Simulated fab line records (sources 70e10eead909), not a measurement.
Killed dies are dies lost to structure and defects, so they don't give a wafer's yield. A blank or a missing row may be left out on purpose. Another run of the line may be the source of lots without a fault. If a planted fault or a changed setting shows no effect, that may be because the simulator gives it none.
Which tool was responsible? | flow nand harc | 6 lots, 18 wafers sampled, at 3 steps of a route of 1159

== WHAT THE GAUGES SHOWED, per wafer ==
NHARC_P_GATE_CD_MEAS_46: target cd 720 nm.
lot  | measured     | on        | cd nm (nm)
L171 | day 5 10:44  | cd sem-02 | 721.6 723.7 722.6
L173 | day 5 22:54  | cd sem-02 | 719.5 720.2 720.5
L174 | day 6 08:49  | cd sem-01 | 720.7 720.9 717.2
L183 | day 8 15:53  | cd sem-02 | 658.9 659.4 658.9
L187 | day 9 16:13  | cd sem-03 | 720.8 718.6 719.2
L193 | day 11 00:41 | cd sem-03 | 721.3 720.5 720.8

== WHAT TOOL EACH LOT RAN ON (gives the tool, then ch and the chambers of the sampled wafers, and finally the start) ==
lot  | NHARC_P_GATE_DESCUM_31             | NHARC_P_GATE_EXPOSE_43
L171 | rie diel-07 ch 0,2,3, day 4 22:52  | krf scanner-03 ch 0, day 5 10:34
L173 | rie diel-03 ch 0,2,3, day 5 10:58  | krf scanner-02 ch 0, day 5 22:44
L174 | rie diel-10 ch 0,1,3, day 5 17:29  | krf scanner-03 ch 0, day 6 08:40
L183 | rie diel-10 ch 1,2,3, day 8 03:41  | krf scanner-01 ch 0, day 8 15:44
L187 | rie diel-07 ch 1,2,3, day 9 04:20  | krf scanner-02 ch 0, day 9 16:04
L193 | rie diel-10 ch 0,2,3, day 10 06:02 | krf scanner-02 ch 0, day 11 00:32
- NHARC_P_GATE_DESCUM_31: chemistry O2, time 3 s.
- NHARC_P_GATE_EXPOSE_43: exposes mask P NSD, target cd 720 nm.

== THE ANSWER, worked out from the rows above alone ==
Rule: usual is defined by the lots themselves. The widest of any qualifying gaps counts: lots, ordered by their means at a reading, are off when they make up no more than a third of the lots, leave a main group of 4 or more, and stand apart from it by 3 or more times the standard deviation of that group's means. A main group whose means are all the same, to the digits that the tables above print for the reading, isn't used. Also off: a lot with no number at a reading for which 4 or more lots have one. Any other lot the step has rows for is counted as sound.
Off at NHARC_P_GATE_CD_MEAS_46 (cd nm): L183. The main group: mean 720.5 nm, standard deviation 1.1.
A tool fits if, at a process step before that reading, it ran every lot that is off, and no sound lot after the first of them. Those tools and the gauges at NHARC_P_GATE_CD_MEAS_46 are tried in the same way. Undecided on this evidence; 2 tools fit (krf scanner-01 at NHARC_P_GATE_EXPOSE_43, cd sem-02 at NHARC_P_GATE_CD_MEAS_46).

== WHAT THE SIMULATOR HAD INSERTED ==
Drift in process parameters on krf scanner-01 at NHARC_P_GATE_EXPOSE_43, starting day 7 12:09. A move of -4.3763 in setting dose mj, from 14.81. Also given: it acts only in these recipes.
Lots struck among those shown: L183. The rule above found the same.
